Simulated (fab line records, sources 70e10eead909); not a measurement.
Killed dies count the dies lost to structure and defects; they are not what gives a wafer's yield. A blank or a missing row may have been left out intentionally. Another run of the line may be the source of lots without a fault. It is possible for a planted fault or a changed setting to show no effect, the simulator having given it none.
Matching of chambers | flow nand harc | NHARC_A_STAIRCASE_ETCH_444 on rie diel-11 has 4 sister chambers
The step etches the open film in C4F8/O2, target depth 20400 nm, time 6800 s. 14 wafers are shown with their chamber, then 7 later ones without.

WAFERS PAIRED WITH THEIR CHAMBERS
wafer  | chamber | rf vpp V (V) | oes product au (a.u.)
L075.2 | 0       | 814          | 0.910
L075.3 | 2       | 802          | 0.926
L075.5 | 3       | 811          | 0.942
L078.3 | 1       | 808          | 0.958
L078.4 | 3       | 810          | 0.954
L078.5 | 1       | 810          | 0.965
L081.2 | 2       | 801          | 0.918
L081.4 | 1       | 808          | 0.936
L081.6 | 0       | 813          | 0.928
L084.3 | 1       | 807          | 0.937
L084.4 | 0       | 813          | 0.934
L084.6 | 1       | 809          | 0.932
L085.2 | 3       | 809          | 0.924
L085.3 | 2       | 801          | 0.926

SIGNATURES (means of the wafers above)
reading        | chamber 0 | chamber 1 | chamber 2 | chamber 3 | scatter within a chamber
rf vpp V       | 813.33    | 808.40    | 801.33    | 810.00    | 0.924
oes product au | 0.92400   | 0.94560   | 0.92333   | 0.94000   | 0.013
Rule: for a wafer and a chamber, the distance is found by dividing, reading by reading, the gap between the wafer's reading and the chamber's mean by the reading's scatter, squaring, summing and taking the root. If the next closest chamber is less than 2 further off than the closest, the wafer can't be placed; otherwise it belongs to the closest. How the scatter is found: for the shown wafers, subtract from each reading the mean of its chamber, square and add these, divide the total by (wafers less chambers), then take the root.

WAFERS WITHOUT THEIR CHAMBER
wafer  | rf vpp V (V) | oes product au (a.u.)
L085.5 | 809          | 0.928
L091.3 | 809          | 0.943
L091.4 | 812          | 0.936
L091.5 | 813          | 0.935
L092.4 | 801          | 0.930
L092.3 | 809          | 0.932
L092.5 | 808          | 0.912

CHAMBER TAKEN BY EACH
wafer  | from the rows above     | in truth
L085.5 | can't be placed: 3 or 1 | 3
L091.3 | can't be placed: 1 or 3 | 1
L091.4 | can't be placed: 0 or 3 | 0
L091.5 | 0                       | 0
L092.4 | 2                       | 2
L092.3 | can't be placed: 1 or 3 | 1
L092.5 | can't be placed: 1 or 3 | 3
Correctly placed: 2 of 7. These rows do not allow placing 5 (true chamber among the candidates in 5). Placed wrongly: 0.
